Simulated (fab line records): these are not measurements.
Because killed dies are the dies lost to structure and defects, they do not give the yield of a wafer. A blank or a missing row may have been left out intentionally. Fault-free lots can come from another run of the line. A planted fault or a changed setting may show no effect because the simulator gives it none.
2 desks looking at one fault    flow n5 finfet    each desk holds nothing but its own numbers, with what lay behind them at the end

## AT THE METROLOGY DESK
Lot by lot, what the gauges showed, no matter which tool ran the lot: averages of those sampled wafers that carry a number. If a lot's mean is further than 4 standard deviations from the usual mean, the lot is out of limits and carries the mark OUT (the distance appears in the brackets). It has 10 readings; the 7 that lie furthest out on some lot are the ones shown.
Columns: A = DIBL_P at N5_BEOL_M4_RC_MEAS_101, usual 36.5 mV/V; B = IOFF_P at N5_BEOL_M4_RC_MEAS_101, usual 0.22 nA/um; C = ION_N at N5_BEOL_M4_RC_MEAS_101, usual 677 uA/um; D = ION_P at N5_BEOL_M4_RC_MEAS_101, usual 463 uA/um; E = SS_N at N5_BEOL_M4_RC_MEAS_101, usual 71.6 mV/dec; F = SS_P at N5_BEOL_M4_RC_MEAS_101, usual 73.3 mV/dec; G = VT_P at N5_BEOL_M4_RC_MEAS_101, usual -250 mV
lot   first seen here  A     B     C    D    E     F     G
L164  day 8 08:12      35.7  0.19  678  457  71.3  73.2  -254
L167  day 8 21:28      37.3  0.22  679  467  71.2  73.7  -249
L170  day 9 19:58      34.4  0.19  673  460  71.1  72.7  -250
L169  day 9 20:15      35.6  0.19  673  465  71.0  73.2  -252
L177  day 11 12:56     36.1  0.22  678  468  71.1  73.2  -249
L180  day 12 10:10     33.4  0.19  672  457  71.1  72.6  -250
L182  day 12 10:23     37.5  0.29  691  478  71.6  73.7  -242
L181  day 12 13:29     37.5  0.22  673  463  72.1  73.3  -250
L184  day 13 21:04     34.5  0.20  656  460  71.2  72.7  -250
L186  day 14 23:12     37.8  0.24  667  461  72.4  73.6  -248
This desk's verdict: no lot among the 10 shows anything out of limits.

## TOOL OWNER'S DESK, rie diel-05
The tool's own readings at N5_HKMG_FIN_ETCH_31 (etches SiARC in CF4, target depth 45.5 nm, time 75.8 s): means of the sampled wafers that have a number, for each lot that ran on this tool. If a lot's mean is further than 4 standard deviations from the usual mean, the lot is out of limits and carries the mark OUT (the distance appears in the brackets).
Columns: A = drypump motor current A at N5_HKMG_FIN_ETCH_31, usual 5.8 A; B = etch rf on time s at N5_HKMG_FIN_ETCH_31, usual 76.5 s; C = oes product au at N5_HKMG_FIN_ETCH_31, usual 0.66 a.u.; D = rf vpp V at N5_HKMG_FIN_ETCH_31, usual 184.1 V; E = showerhead plenum p Torr at N5_HKMG_FIN_ETCH_31, usual 2.15 Torr; F = throttle valve pct at N5_HKMG_FIN_ETCH_31, usual 15.57 %
lot   first seen here  A    B                C     D      E     F
L167  day 5 04:28      5.7  75.5             0.62  183.5  2.10  15.57
L169  day 5 16:34      6.3  88.7 (+7.6) OUT  0.64  184.7  2.19  15.63
L170  day 5 21:13      5.9  88.5 (+7.5) OUT  0.61  183.5  2.11  15.58
L180  day 8 09:22      5.8  76.5             0.69  185.0  2.19  15.51
Finding of this desk: L169, L170 out of limits; the first was L169 at day 5 16:34, on etch rf on time s at N5_HKMG_FIN_ETCH_31. L167, L180: within limits.

## ALL TOGETHER
The tool owner's desk could have raised an alarm at day 5 16:34, on L169, L170.
Nothing out of limits was seen by the metrology desk.
The metrology desk has L169, L170 on record, within its limits.
The lots listed all ran N5_HKMG_FIN_ETCH_31 on rie diel-05.

## WHAT HAD BEEN PUT IN BY THE SIMULATOR
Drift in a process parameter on rie diel-05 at N5_HKMG_FIN_ETCH_31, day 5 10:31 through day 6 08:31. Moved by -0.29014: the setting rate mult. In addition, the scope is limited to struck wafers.
Lots struck among those shown: L169, L170.
Delay in hours, fault start to first out-of-limits reading, by desk: the tool owner's desk at 6.
